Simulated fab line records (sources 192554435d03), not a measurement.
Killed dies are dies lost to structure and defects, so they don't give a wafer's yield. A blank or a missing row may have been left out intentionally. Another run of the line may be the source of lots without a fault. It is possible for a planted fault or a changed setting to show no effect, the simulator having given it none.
Problem report in the 8D (eight disciplines) form, filled by code | flow n5-finfet | the parts of the form that need people (team, actions taken, sign-off) are left out

== 1. THE ISSUE ==
Wafers without a fault read 836.3 W, standard deviation 2.6; rf-fwd-power-W at N5_BEOL_M5_ETCH_62 reads a mean of 634.3 W on 9 wafers belonging to 3 lots. That is -78 standard deviations from the usual mean.
The step: etches SOC in N2/H2, target depth 75 nm, overetch 15 nm, time 112.5 s.
The first sign was on wafer L210.2 at day 12 19:37, on rie-diel-06. The record has a number at this step for 30 wafers belonging to 10 lots. Rule for "out" (also "out of limits"): further than 4 standard deviations from the usual mean. The other wafers with a number count as sound.

== 2. WHAT THIS IS AND IS NOT ==
question                    | is                       | is not
which readings at this step | rf-fwd-power-W, rf-vpp-V | drypump-motor-current-A, h2-flow-sccm, oes-product-au, showerhead-plenum-p-Torr, throttle-valve-pct
which lots                  | L210, L211, L213         | L196, L201, L202, L206, L209, L212, L215
which wafers of those lots  | all that have a number   | -
read on which tools         | rie-diel-06              | rie-diel-01, rie-diel-03
when                        | from day 12 19:37        | up to then (15 sound wafers); but 6 sound wafers of L212, L215 came after

== 3. SUSPECTS, AND WHAT RULES EACH OUT ==
Counting: a tool stays on the suspect list if, at a process step up to the reading, it processed all lots that are out and no sound lot following the first of them.
- pvd-sputter-02 at N5_BEOL_M4_SPUTTER_94 (material Cu, target thk 4.5 nm, time 8.29 s): ruled out as a lasting fault. The sound lots L212 went through it after L210, its earliest lot that is out (day 12 14:14).
- rie-diel-06 at N5_BEOL_M5_ETCH_72 (etches underlayer in N2/H2, target depth 6.5 nm, time 5.2 s): kept. It processed each lot that is out, first L210 at day 12 19:34, and no sound lot thereafter; up to then, the last sound lot it processed was L209 at day 12 10:44.
- rie-diel-06 at N5_BEOL_M5_ETCH_62 (etches SOC in N2/H2, target depth 75 nm, overetch 15 nm, time 112.5 s): kept. It processed each lot that is out, first L210 at day 12 19:37, and no sound lot thereafter; up to then, the last sound lot it processed was L209 at day 12 10:47. On those wafers its own readings are out: rf-fwd-power-W, rf-vpp-V.
What counting leaves: rie-diel-06 at N5_BEOL_M5_ETCH_72 and rie-diel-06 at N5_BEOL_M5_ETCH_62.

== 4. THE CAUSE (what the simulator had put in) ==
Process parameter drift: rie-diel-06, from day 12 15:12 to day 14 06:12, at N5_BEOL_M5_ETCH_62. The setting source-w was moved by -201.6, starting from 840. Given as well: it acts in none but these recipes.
After counting, 2 suspects remain, this tool included.

== 5. THE CHAIN OF EFFECTS, in route order ==
One row per reading whose mean, taken over the struck wafers that have a number, lies over 3 standard deviations from the usual. Scope: only readings with a usual standard deviation given in the record; hours: median across lots of the time from each lot's start at the first step in this table that gives one to its start at this step; sigmas: change in usual standard deviations.
hours | step               | reading        | usual   | on struck wafers | change | sigmas
0     | N5_BEOL_M5_ETCH_62 | rf-fwd-power-W | 836.3 W | 634.3            | -202.0 | -78
0     | N5_BEOL_M5_ETCH_62 | rf-vpp-V       | 523.9 V | 575.0            | +51.1  | +23
Here are the process steps it includes:
- N5_BEOL_M5_ETCH_62: etches SOC in N2/H2, target depth 75 nm, overetch 15 nm, time 112.5 s.

== 6. WHAT WOULD HAVE CAUGHT IT SOONER ==
The fault began at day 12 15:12; the first out-of-limits reading in this record came at day 12 19:37, 4 hours later.
